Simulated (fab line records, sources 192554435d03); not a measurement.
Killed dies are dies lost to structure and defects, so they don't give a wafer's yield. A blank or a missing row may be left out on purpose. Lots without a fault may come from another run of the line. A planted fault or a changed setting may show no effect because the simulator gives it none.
Which tool did it? | flow n5_finfet | 24 lots, 72 wafers sampled, at 6 steps of a route of 1938

WHAT THE GAUGES READ, wafer by wafer
N5_BEOL_M14_INSPECT_12: inspects for defects (macro). Usual: raw_defect_count 2.2, standard deviation 1.5.
lot  | measured     | on                | raw_defect_count | flag
L074 | day 11 21:43 | defect_inspect-02 | 3 2 6            |
L076 | day 12 03:52 | defect_inspect-02 | 1 1 2            |
L075 | day 12 12:21 | defect_inspect-01 | 3 2 2            |
L077 | day 12 12:37 | defect_inspect-01 | 2 0 3            |
L078 | day 12 13:07 | defect_inspect-02 | 1 1 3            |
L079 | day 13 02:26 | defect_inspect-02 | 2 2 4            |
L080 | day 13 08:07 | defect_inspect-01 | 5 2 4            |
L083 | day 13 16:20 | defect_inspect-01 | 2 2 0            |
L081 | day 13 17:19 | defect_inspect-02 | 3 2 1            |
L082 | day 13 20:47 | defect_inspect-02 | 1 0 2            |
L086 | day 14 03:07 | defect_inspect-02 | 1 6 0            |
L084 | day 14 03:29 | defect_inspect-02 | 1 3 1            |
L087 | day 14 22:54 | defect_inspect-01 | 2 3 4            |
L088 | day 15 05:16 | defect_inspect-02 | 2 1 1            |
L089 | day 15 07:31 | defect_inspect-01 | 2 6 5            |
L085 | day 15 08:35 | defect_inspect-01 | 3 5 2            |
L090 | day 15 10:10 | defect_inspect-01 | 3 5 2            |
L091 | day 15 14:11 | defect_inspect-01 | 2 2 2            |
L092 | day 16 03:38 | defect_inspect-02 | 2 1 2            |
L094 | day 16 19:33 | defect_inspect-01 | 0 3 7            |
L093 | day 16 19:50 | defect_inspect-01 | 2 2 3            |
L097 | day 17 05:49 | defect_inspect-01 | 4 5 4            |
L095 | day 17 07:49 | defect_inspect-02 | 0 3 1            |
L096 | day 17 17:52 | defect_inspect-02 | 1 2 3            |

N5_BEOL_M14_INSPECT_55: inspects for defects (darkfield). Usual: raw_defect_count 66, standard deviation 21.
lot  | measured     | on                | raw_defect_count | flag
L074 | day 12 05:49 | defect_inspect-01 | 58 60 61         |
L076 | day 12 12:37 | defect_inspect-02 | 60 84 56         |
L075 | day 12 20:14 | defect_inspect-02 | 72 59 53         |
L077 | day 12 21:46 | defect_inspect-02 | 42 47 39         |
L078 | day 13 00:55 | defect_inspect-01 | 70 88 82         |
L079 | day 13 06:59 | defect_inspect-02 | 59 42 54         |
L080 | day 13 14:53 | defect_inspect-02 | 74 74 68         |
L083 | day 13 21:28 | defect_inspect-01 | 43 64 79         |
L081 | day 13 22:16 | defect_inspect-02 | 57 72 120        |
L082 | day 14 02:08 | defect_inspect-01 | 104 69 70        |
L086 | day 14 07:12 | defect_inspect-02 | 48 50 106        |
L084 | day 14 07:37 | defect_inspect-02 | 53 35 72         |
L087 | day 15 05:32 | defect_inspect-02 | 57 87 84         |
L088 | day 15 09:02 | defect_inspect-01 | 118 100 79       |
L089 | day 15 12:20 | defect_inspect-01 | 55 86 56         |
L085 | day 15 13:32 | defect_inspect-02 | 19 42 54         |
L090 | day 15 14:05 | defect_inspect-01 | 50 88 80         |
L091 | day 15 17:32 | defect_inspect-02 | 86 48 48         |
L092 | day 16 07:06 | defect_inspect-02 | 58 24 65         |
L094 | day 16 23:34 | defect_inspect-01 | 70 57 74         |
L093 | day 16 23:38 | defect_inspect-02 | 68 79 72         |
L097 | day 17 13:04 | defect_inspect-01 | 75 50 44         |
L095 | day 17 13:23 | defect_inspect-02 | 71 46 57         |
L096 | day 17 21:31 | defect_inspect-01 | 70 56 59         |

WHICH TOOL RAN EACH LOT (tool, then ch and the chambers of the sampled wafers, then the start)
lot  | N5_BEOL_M14_ILD_DEP_00          | N5_BEOL_M14_DESCUM_33              | N5_BEOL_M14_DEGAS_41         | N5_BEOL_M14_CMP_49
L074 | pecvd-04 ch 1,2, day 11 21:02   | rie_diel-02 ch 1,2, day 11 23:29   | pvd_sputter-01, day 12 04:32 | cmp-02 ch 0,2,3, day 12 05:25
L076 | pecvd-04 ch 0,2, day 12 03:14   | rie_diel-05 ch 1,2, day 12 04:53   | pvd_sputter-01, day 12 11:07 | cmp-01 ch 0,1,3, day 12 12:14
L075 | pecvd-02 ch 1,2, day 12 11:40   | rie_diel-02 ch 0,1,2, day 12 13:28 | pvd_sputter-02, day 12 18:56 | cmp-03 ch 2,3, day 12 19:47
L077 | pecvd-04 ch 0,1, day 12 11:56   | rie_diel-02 ch 0,3, day 12 14:18   | pvd_sputter-03, day 12 20:29 | cmp-01 ch 0,2,3, day 12 21:24
L078 | pecvd-01 ch 1,2, day 12 12:33   | rie_diel-05 ch 2,3, day 12 14:31   | pvd_sputter-03, day 12 23:22 | cmp-03 ch 2,3, day 13 00:28
L079 | pecvd-02 ch 1,2, day 13 01:53   | rie_diel-02 ch 1,2,3, day 13 03:26 | pvd_sputter-01, day 13 05:41 | cmp-01 ch 1,2, day 13 06:32
L080 | pecvd-04 ch 1,2, day 13 07:34   | rie_diel-02 ch 0,3, day 13 09:19   | pvd_sputter-02, day 13 13:35 | cmp-03 ch 1,2, day 13 14:26
L083 | pecvd-01 ch 1,2, day 13 15:40   | rie_diel-02 ch 0,1,3, day 13 17:24 | pvd_sputter-01, day 13 20:10 | cmp-01 ch 1,2,3, day 13 21:02
L081 | pecvd-01 ch 1,2, day 13 16:46   | rie_diel-02 ch 0,1,2, day 13 18:11 | pvd_sputter-02, day 13 20:43 | cmp-02 ch 0,3, day 13 21:49
L082 | pecvd-01 ch 0,1,2, day 13 20:14 | rie_diel-02 ch 0,1, day 13 21:48   | pvd_sputter-02, day 14 00:50 | cmp-02 ch 0,2,3, day 14 01:41
L086 | pecvd-02 ch 0,1,2, day 14 02:26 | rie_diel-02 ch 0,3, day 14 04:00   | pvd_sputter-02, day 14 05:42 | cmp-02 ch 0,2,3, day 14 06:47
L084 | pecvd-02 ch 0,1,2, day 14 03:01 | rie_diel-01 ch 1,2, day 14 04:27   | pvd_sputter-03, day 14 06:18 | cmp-01 ch 0,3, day 14 07:11
L087 | pecvd-04 ch 1,2, day 14 22:20   | rie_diel-05 ch 1,2,3, day 15 00:00 | pvd_sputter-02, day 15 04:14 | cmp-03 ch 0,2,3, day 15 05:09
L088 | pecvd-02 ch 0,2, day 15 04:33   | rie_diel-01 ch 2,3, day 15 06:17   | pvd_sputter-02, day 15 07:44 | cmp-03 ch 0,2,3, day 15 08:35
L089 | pecvd-02 ch 0,1,2, day 15 06:50 | rie_diel-05 ch 0,1,3, day 15 08:37 | pvd_sputter-02, day 15 11:01 | cmp-02 ch 0,3, day 15 11:53
L085 | pecvd-01 ch 0,1,2, day 15 08:06 | rie_diel-01 ch 1,2,3, day 15 09:37 | pvd_sputter-01, day 15 12:14 | cmp-03 ch 0,3, day 15 13:04
L090 | pecvd-01 ch 0,1,2, day 15 09:37 | rie_diel-05 ch 0,2,3, day 15 11:03 | pvd_sputter-02, day 15 12:44 | cmp-02 ch 1,2,3, day 15 13:38
L091 | pecvd-01 ch 1,2, day 15 13:31   | rie_diel-02 ch 0,1,2, day 15 15:11 | pvd_sputter-02, day 15 16:15 | cmp-01 ch 1,2, day 15 17:05
L092 | pecvd-04 ch 1,2, day 16 03:05   | rie_diel-05 ch 0,2,3, day 16 04:32 | pvd_sputter-02, day 16 05:49 | cmp-01 ch 0,3, day 16 06:41
L094 | pecvd-04 ch 0,1,2, day 16 19:00 | rie_diel-01 ch 0,1,2, day 16 20:37 | pvd_sputter-03, day 16 22:16 | cmp-02 ch 1,2,3, day 16 23:07
L093 | pecvd-02 ch 0,1,2, day 16 19:17 | rie_diel-05 ch 0, day 16 20:52     | pvd_sputter-02, day 16 22:20 | cmp-01 ch 0,2,3, day 16 23:16
L097 | pecvd-02 ch 0,2, day 17 05:16   | rie_diel-02 ch 1,2,3, day 17 06:50 | pvd_sputter-03, day 17 11:23 | cmp-01 ch 0,1, day 17 12:37
L095 | pecvd-02 ch 0,2, day 17 07:11   | rie_diel-05 ch 0,1,3, day 17 08:50 | pvd_sputter-01, day 17 11:32 | cmp-03 ch 2,3, day 17 12:54
L096 | pecvd-01 ch 0,2, day 17 17:11   | rie_diel-01 ch 1,2, day 17 18:57   | pvd_sputter-02, day 17 20:11 | cmp-01 ch 0,2, day 17 21:02
- N5_BEOL_M14_ILD_DEP_00: deposits SiO2 from TEOS/O2, target thk 1119.3 nm, time 237.4 s.
- N5_BEOL_M14_DESCUM_33: chemistry O2, time 7.9 s.
- N5_BEOL_M14_DEGAS_41: time 60 s.
- N5_BEOL_M14_CMP_49: polishes, stops on SiO2, t overpolish 5.2 s, target thk 560 nm.

WHAT THE TOOLS THEMSELVES READ (means of the sampled wafers that have a number; where no wafer has one, the mark that the record gives instead)
N5_BEOL_M14_ILD_DEP_00. Usual: heater_power_w 533 W, standard deviation 81; showerhead_plenum_p_Torr 8.33 Torr, standard deviation 0.036; throttle_valve_pct 18.6 %, standard deviation 1.3.
lot  | tool     | heater_power_w (W) | showerhead_plenum_p_Torr (Torr) | throttle_valve_pct (%) | flag
L074 | pecvd-04 | 490                | 8.32                            | 17.3                   |
L076 | pecvd-04 | 578                | 8.32                            | 17.6                   |
L075 | pecvd-02 | 520                | 8.35                            | 19.1                   |
L077 | pecvd-04 | 576                | 8.35                            | 17.9                   |
L078 | pecvd-01 | 610                | 8.32                            | 18.2                   |
L079 | pecvd-02 | 452                | 8.35                            | 18.2                   |
L080 | pecvd-04 | 508                | 8.32                            | 17.3                   |
L083 | pecvd-01 | 575                | 8.31                            | 17.9                   |
L081 | pecvd-01 | 582                | 8.32                            | 17.9                   |
L082 | pecvd-01 | 528                | 8.29                            | 19.1                   |
L086 | pecvd-02 | 507                | 8.36                            | 18.9                   |
L084 | pecvd-02 | 568                | 8.35                            | 19.2                   |
L087 | pecvd-04 | 464                | 8.35                            | 17.7                   |
L088 | pecvd-02 | 559                | 8.36                            | 19.2                   |
L089 | pecvd-02 | 504                | 8.36                            | 19.2                   |
L085 | pecvd-01 | 549                | 8.31                            | 19.2                   |
L090 | pecvd-01 | 534                | 8.31                            | 19.2                   |
L091 | pecvd-01 | 581                | 8.30                            | 18.0                   |
L092 | pecvd-04 | 493                | 8.36                            | 17.7                   |
L094 | pecvd-04 | 528                | 8.34                            | 17.7                   |
L093 | pecvd-02 | 499                | 8.34                            | 19.0                   |
L097 | pecvd-02 | 499                | 8.37                            | 19.0                   |
L095 | pecvd-02 | 474                | 8.36                            | 18.5                   |
L096 | pecvd-01 | 586                | 8.32                            | 19.4                   |

N5_BEOL_M14_DESCUM_33. Usual: drypump_motor_current_A 5.7 A, standard deviation 0.51; oes_product_au 0.82 a.u., standard deviation 0.1; rf_vpp_V 242.9 V, standard deviation 1.4; showerhead_plenum_p_Torr 2.08 Torr, standard deviation 0.071; throttle_valve_pct 20.51 %, standard deviation 0.17.
lot  | tool        | drypump_motor_current_A (A) | oes_product_au (a.u.) | rf_vpp_V (V) | showerhead_plenum_p_Torr (Torr) | throttle_valve_pct (%) | flag
L074 | rie_diel-02 | 6.5                         | 0.90                  | 243.2        | 2.16                            | 20.55                  |
L076 | rie_diel-05 | 5.1                         | 0.74                  | 241.8        | 2.00                            | 20.33                  |
L075 | rie_diel-02 | 6.2                         | 0.89                  | 243.3        | 2.13                            | 20.54                  |
L077 | rie_diel-02 | 5.6                         | 0.92                  | 243.0        | 2.10                            | 20.35                  |
L078 | rie_diel-05 | 5.4                         | 0.69                  | 240.5        | 1.98                            | 20.32                  |
L079 | rie_diel-02 | 6.0                         | 0.88                  | 245.3        | 2.15                            | 20.50                  |
L080 | rie_diel-02 | 5.7                         | 0.90                  | 242.3        | 2.07                            | 20.41                  |
L083 | rie_diel-02 | 5.7                         | 0.86                  | 243.8        | 2.12                            | 20.49                  |
L081 | rie_diel-02 | 6.1                         | 0.85                  | 243.7        | 2.13                            | 20.57                  |
L082 | rie_diel-02 | 5.9                         | 0.85                  | 243.2        | 2.09                            | 20.55                  |
L086 | rie_diel-02 | 5.7                         | 0.88                  | 243.1        | 2.07                            | 20.43                  |
L084 | rie_diel-01 | 5.1                         | 0.71                  | 242.1        | 2.04                            | 20.67                  |
L087 | rie_diel-05 | 5.4                         | 0.71                  | 242.2        | 1.99                            | 20.44                  |
L088 | rie_diel-01 | 5.3                         | 0.69                  | 243.1        | 2.10                            | 20.62                  |
L089 | rie_diel-05 | 5.6                         | 0.80                  | 241.8        | 2.02                            | 20.49                  |
L085 | rie_diel-01 | 5.3                         | 0.70                  | 243.3        | 2.07                            | 20.72                  |
L090 | rie_diel-05 | 5.5                         | 0.76                  | 241.2        | 2.00                            | 20.40                  |
L091 | rie_diel-02 | 6.1                         | 0.85                  | 244.0        | 2.12                            | 20.58                  |
L092 | rie_diel-05 | 5.5                         | 0.76                  | 242.5        | 2.00                            | 20.41                  |
L094 | rie_diel-01 | 5.5                         | 0.79                  | 242.2        | 2.03                            | 20.66                  |
L093 | rie_diel-05 | 5.7                         | 0.91                  | 242.8        | 2.05                            | 20.43                  |
L097 | rie_diel-02 | 6.0                         | 0.83                  | 244.4        | 2.14                            | 20.55                  |
L095 | rie_diel-05 | 5.6                         | 0.89                  | 243.6        | 2.10                            | 20.40                  |
L096 | rie_diel-01 | 5.2                         | 0.81                  | 242.0        | 2.01                            | 20.66                  |

N5_BEOL_M14_DEGAS_41. Usual: heater_power_w 469 W, standard deviation 46.
lot  | tool           | heater_power_w (W) | flag
L074 | pvd_sputter-01 | 427                |
L076 | pvd_sputter-01 | 448                |
L075 | pvd_sputter-02 | 527                |
L077 | pvd_sputter-03 | 484                |
L078 | pvd_sputter-03 | 467                |
L079 | pvd_sputter-01 | 455                |
L080 | pvd_sputter-02 | 466                |
L083 | pvd_sputter-01 | 439                |
L081 | pvd_sputter-02 | 501                |
L082 | pvd_sputter-02 | 498                |
L086 | pvd_sputter-02 | 499                |
L084 | pvd_sputter-03 | 482                |
L087 | pvd_sputter-02 | 465                |
L088 | pvd_sputter-02 | 434                |
L089 | pvd_sputter-02 | 473                |
L085 | pvd_sputter-01 | 428                |
L090 | pvd_sputter-02 | 474                |
L091 | pvd_sputter-02 | 468                |
L092 | pvd_sputter-02 | 477                |
L094 | pvd_sputter-03 | 467                |
L093 | pvd_sputter-02 | 466                |
L097 | pvd_sputter-03 | 449                |
L095 | pvd_sputter-01 | 465                |
L096 | pvd_sputter-02 | 463                |

N5_BEOL_M14_CMP_49. Usual: barrier_field_endpoint_s 11.34 s, standard deviation 0.27; clearing_platen_down_force_psi 2.000 psi, standard deviation 0.004; clearing_platen_rpm 80.00 rpm, standard deviation 0.038; motor_current_A 8.0 A, standard deviation 0.79; overpolish_run_s 5.198 s, standard deviation 0.0094; time_to_endpoint_s 121 s, standard deviation 3.9.
lot  | tool   | barrier_field_endpoint_s (s) | clearing_platen_down_force_psi (psi) | clearing_platen_rpm (rpm) | motor_current_A (A) | overpolish_run_s (s) | time_to_endpoint_s (s) | flag
L074 | cmp-02 | 11.45                        | 1.998                                | 80.00                     | 8.6                 | 5.192                | 123                    |
L076 | cmp-01 | 11.36                        | 1.997                                | 80.01                     | 7.6                 | 5.207                | 124                    |
L075 | cmp-03 | 11.33                        | 1.999                                | 79.99                     | 8.0                 | 5.195                | 119                    |
L077 | cmp-01 | 11.50                        | 1.998                                | 79.95                     | 7.2                 | 5.207                | 122                    |
L078 | cmp-03 | 11.17                        | 1.997                                | 80.03                     | 8.1                 | 5.201                | 116                    |
L079 | cmp-01 | 11.74                        | 2.000                                | 79.95                     | 8.1                 | 5.201                | 125                    |
L080 | cmp-03 | 11.65                        | 2.003                                | 79.99                     | 8.0                 | 5.198                | 122                    |
L083 | cmp-01 | 11.60                        | 1.995                                | 80.02                     | 7.2                 | 5.202                | 128                    |
L081 | cmp-02 | 11.45                        | 1.999                                | 79.95                     | 8.6                 | 5.203                | 124                    |
L082 | cmp-02 | 11.15                        | 1.998                                | 79.99                     | 8.2                 | 5.211                | 124                    |
L086 | cmp-02 | 11.41                        | 1.997                                | 80.00                     | 8.4                 | 5.210                | 125                    |
L084 | cmp-01 | 11.32                        | 2.000                                | 80.02                     | 7.5                 | 5.189                | 124                    |
L087 | cmp-03 | 11.09                        | 2.001                                | 79.95                     | 8.5                 | 5.194                | 118                    |
L088 | cmp-03 | 11.32                        | 2.000                                | 80.02                     | 8.4                 | 5.197                | 121                    |
L089 | cmp-02 | 11.82                        | 2.000                                | 79.99                     | 8.8                 | 5.194                | 119                    |
L085 | cmp-03 | 10.92                        | 2.000                                | 80.00                     | 8.3                 | 5.200                | 116                    |
L090 | cmp-02 | 11.24                        | 2.001                                | 80.03                     | 8.8                 | 5.192                | 120                    |
L091 | cmp-01 | 11.51                        | 1.999                                | 80.01                     | 7.8                 | 5.193                | 123                    |
L092 | cmp-01 | 11.14                        | 1.999                                | 80.00                     | 7.2                 | 5.196                | 117                    |
L094 | cmp-02 | 11.31                        | 2.001                                | 80.03                     | 8.8                 | 5.202                | 120                    |
L093 | cmp-01 | 11.22                        | 2.004                                | 80.01                     | 7.2                 | 5.205                | 119                    |
L097 | cmp-01 | 11.37                        | 2.006                                | 79.99                     | 7.8                 | 5.197                | 121                    |
L095 | cmp-03 | 11.28                        | 1.998                                | 80.00                     | 8.3                 | 5.187                | 122                    |
L096 | cmp-01 | 11.29                        | 1.996                                | 80.02                     | 6.8                 | 5.207                | 121                    |

THE ANSWER, worked out from the rows above alone
Rule: a lot is off if the mean of its wafers that have a number lies more than 3 standard deviations from the usual mean. A lot without any number at a reading at which 4 lots or more have one is off too. The other lots that the step has rows for count as sound. The gauges are gone through in route order, then the tools' own readings, and for those a lot's mean is taken as printed above. The first step at which some lot is off is used, and at that step the reading that is off furthest; a lot without a number counts as furthest.
No lot is off at any reading shown: from this, nothing can be told.

WHAT THE SIMULATOR HAD PUT IN
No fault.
